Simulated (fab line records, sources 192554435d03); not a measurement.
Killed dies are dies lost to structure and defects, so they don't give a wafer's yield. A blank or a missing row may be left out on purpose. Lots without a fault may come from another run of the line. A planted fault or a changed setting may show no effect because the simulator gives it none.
Chamber matching | flow n5_finfet | N5_BEOL_M1_VIA_ETCH_34 on rie_diel-05: 4 sister chambers
The step etches the open film in C4F6/O2, target depth 67.8 nm, time 64.4 s. 4 wafers are shown with their chamber, then 7 later ones without.

WAFERS WITH THEIR CHAMBER
wafer  | chamber | showerhead_plenum_p_Torr (Torr)
L086.5 | 1       | 2.93
L086.6 | 0       | 2.81
L087.1 | 3       | 2.81
L087.2 | 2       | 2.96

WAFERS WITHOUT THEIR CHAMBER
wafer  | showerhead_plenum_p_Torr (Torr)
L087.5 | 2.81
L091.1 | 2.81
L091.2 | 2.92
L091.6 | 2.81
L097.2 | 2.80
L097.3 | 2.80
L097.6 | 2.95

WHICH CHAMBER EACH WENT THROUGH
wafer  | from the rows above     | in truth
L087.5 | can't be placed: 0 or 3 | 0
L091.1 | can't be placed: 0 or 3 | 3
L091.2 | 1                       | 1
L091.6 | can't be placed: 0 or 3 | 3
L097.2 | can't be placed: 0 or 3 | 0
L097.3 | can't be placed: 0 or 3 | 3
L097.6 | can't be placed: 2 or 1 | 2
Placed correctly: 1 of 7. Can't be placed from these rows: 6 (the true chamber is among the candidates in 6). Placed wrongly: 0.
How it was worked out, from the rows above alone: a wafer's distance from a chamber is the root of the sum, over the readings, of the square of ((its reading less the chamber's mean) divided by the reading's scatter). The wafer belongs to the nearest chamber; if the next one is less than 2 further off, it can't be placed. A chamber's mean is the mean of its shown wafers. The scatter: with one shown wafer a chamber, the root of the mean of the squares of how far each hidden wafer lies from its nearest shown one.
